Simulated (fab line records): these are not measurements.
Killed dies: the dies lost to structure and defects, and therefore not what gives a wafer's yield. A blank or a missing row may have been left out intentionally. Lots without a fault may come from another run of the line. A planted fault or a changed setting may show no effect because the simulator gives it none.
Chamber matching | flow n5Finfet | N5_FIN_SAQP_SPACER2_ALD_28 on aldSin-02 has 4 sister chambers
The step deposits SiO2, target thk 8.1 nm, pulse time 1 s, purge time 2 s. 4 wafers are shown with their chamber, then 10 later ones without.

EACH WAFER AND ITS CHAMBER
wafer  | chamber | heaterPowerW (W)
L083.1 | 1       | 493
L083.2 | 0       | 509
L083.4 | 2       | 450
L083.5 | 3       | 407

WAFERS WITH NO CHAMBER GIVEN
wafer  | heaterPowerW (W)
L083.6 | 514
L089.1 | 442
L089.3 | 515
L089.4 | 487
L090.1 | 403
L090.2 | 516
L090.3 | 495
L094.3 | 500
L094.4 | 442
L094.6 | 403

WHICH CHAMBER EACH ONE RAN IN
wafer  | from the rows above     | in truth
L083.6 | 0                       | 0
L089.1 | 2                       | 2
L089.3 | 0                       | 0
L089.4 | 1                       | 1
L090.1 | 3                       | 3
L090.2 | 0                       | 0
L090.3 | 1                       | 1
L094.3 | can't be placed: 1 or 0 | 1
L094.4 | 2                       | 2
L094.6 | 3                       | 3
Placed correctly: 9 of 10. Can't be placed from these rows: 1 (the true chamber is among the candidates in 1). Placed wrongly: 0.
How it was worked out, from the rows above alone: a wafer's distance from a chamber is the root of the sum, over the readings, of the square of ((its reading less the chamber's mean) divided by the reading's scatter). The wafer belongs to the nearest chamber; if the next one is less than 2 further off, it can't be placed. For every chamber, the mean is computed from those of its wafers that are shown. The scatter (one wafer shown for each chamber): square how far every hidden wafer sits from the nearest shown wafer, average those squares and take the square root.
